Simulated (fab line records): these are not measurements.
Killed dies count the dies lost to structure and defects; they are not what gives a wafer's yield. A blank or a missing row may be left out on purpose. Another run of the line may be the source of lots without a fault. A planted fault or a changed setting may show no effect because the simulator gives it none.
Which tool is to blame? ; flow nand-harc ; 11 lots with 33 wafers sampled at 4 steps, on a route of 1302 steps

WHAT EACH GAUGE READ, for each wafer
NHARC_A_CHANNEL_HOLE_D2_INSPECT_40.
lot;measured;on;raw-defect-count
L446;day 14 23:49;defect-inspect-01;613 391 442
L450;day 16 04:16;defect-inspect-01;136 144 131
L451;day 16 15:52;defect-inspect-02;322 230 457
L453;day 17 10:31;defect-inspect-01;1483 1528 1387 1506 1518 1408
L457;day 18 08:33;defect-inspect-02;1567 1541 1445 1545 1537 1468
L455;day 18 10:29;defect-inspect-01;418 291 311
L463;day 21 18:02;defect-inspect-02;238 288 305
L464;day 22 02:56;defect-inspect-01;193 192 227
L465;day 22 05:14;defect-inspect-02;160 235 257
L466;day 22 12:14;defect-inspect-02;274 332 208
L467;day 22 20:43;defect-inspect-01;288 268 320

TOOL THAT RAN EACH LOT (tool first, then ch and the chambers of the sampled wafers, then the start)
lot;NHARC_A_CHANNEL_HOLE_D2_DESCUM_15;NHARC_A_CHANNEL_HOLE_D2_ETCH_26;NHARC_A_CHANNEL_HOLE_D2_ETCH_44
L446;rie-diel-01 ch 1,2,3, day 14 16:54;har-etch-01 ch 0, day 14 21:52;rie-diel-01 ch 1,3, day 14 22:49
L450;rie-diel-01 ch 1,2,3, day 15 20:48;har-etch-01 ch 0,1, day 16 02:23;rie-diel-01 ch 1,2,3, day 16 03:19
L451;rie-diel-01 ch 1,3, day 16 08:31;har-etch-01 ch 0,1, day 16 13:28;rie-diel-01 ch 0,1,3, day 16 14:54
L453;rie-diel-06 ch 0,1,3, day 16 23:20;har-etch-01 ch 0,1, day 17 08:35;rie-diel-02 ch 0,1,2, day 17 09:31
L457;rie-diel-01 ch 1,2, day 18 01:40;har-etch-01 ch 0,1, day 18 06:40;rie-diel-01 ch 0,1, day 18 07:34
L455;rie-diel-02 ch 0,2, day 18 02:35;har-etch-02 ch 0,1, day 18 08:32;rie-diel-02 ch 0,1,2, day 18 09:29
L463;rie-diel-01 ch 0,2,3, day 21 11:05;har-etch-01 ch 0,1, day 21 16:02;rie-diel-01 ch 2,3, day 21 16:56
L464;rie-diel-01 ch 0,3, day 21 19:50;har-etch-01 ch 0,1, day 22 01:01;rie-diel-02 ch 1,3, day 22 01:56
L465;rie-diel-01 ch 0,2,3, day 21 21:43;har-etch-02 ch 0,1, day 22 03:23;rie-diel-01 ch 2,3, day 22 04:15
L466;rie-diel-02 ch 1,2, day 22 05:22;har-etch-01 ch 0,1, day 22 10:17;rie-diel-01 ch 2,3, day 22 11:16
L467;rie-diel-02 ch 1,2,3, day 22 07:04;har-etch-01 ch 1, day 22 18:39;rie-diel-02 ch 0,1, day 22 19:37
- NHARC_A_CHANNEL_HOLE_D2_DESCUM_15: chemistry O2, time 3 s.
- NHARC_A_CHANNEL_HOLE_D2_ETCH_26: etches the open film in C4F8/O2/Ar, time 224.1 s, target depth 300 nm.
- NHARC_A_CHANNEL_HOLE_D2_ETCH_44: etches the open film in CF4/O2, target depth 140 nm, overetch 14 nm, time 77 s.

THE ANSWER, worked out from the rows above alone
Rule: usual is defined by the lots themselves. Put in order of their means at a reading, lots are off if they are a third of the lots or fewer, leave a main group of 4 or more, and stand apart from it by a gap of 3 or more times the standard deviation of the main group's means; of several such gaps the widest counts. A main group whose means are all the same, to the digits that the tables above print for the reading, isn't used. Also off: a lot with no number at a reading for which 4 or more lots have one. Where the step has rows for the other lots, those lots are counted as sound.
Off: L453, L457 (NHARC_A_CHANNEL_HOLE_D2_INSPECT_40, raw-defect-count). For the main group the mean is 284 and the standard deviation 93.
A tool fits if, at a process step before that reading, it ran every lot that is off, and no sound lot after the first of them. The gauges at NHARC_A_CHANNEL_HOLE_D2_INSPECT_40 are tried like those tools. Of those tried, none fits.

WHAT THE SIMULATOR HAD INSERTED
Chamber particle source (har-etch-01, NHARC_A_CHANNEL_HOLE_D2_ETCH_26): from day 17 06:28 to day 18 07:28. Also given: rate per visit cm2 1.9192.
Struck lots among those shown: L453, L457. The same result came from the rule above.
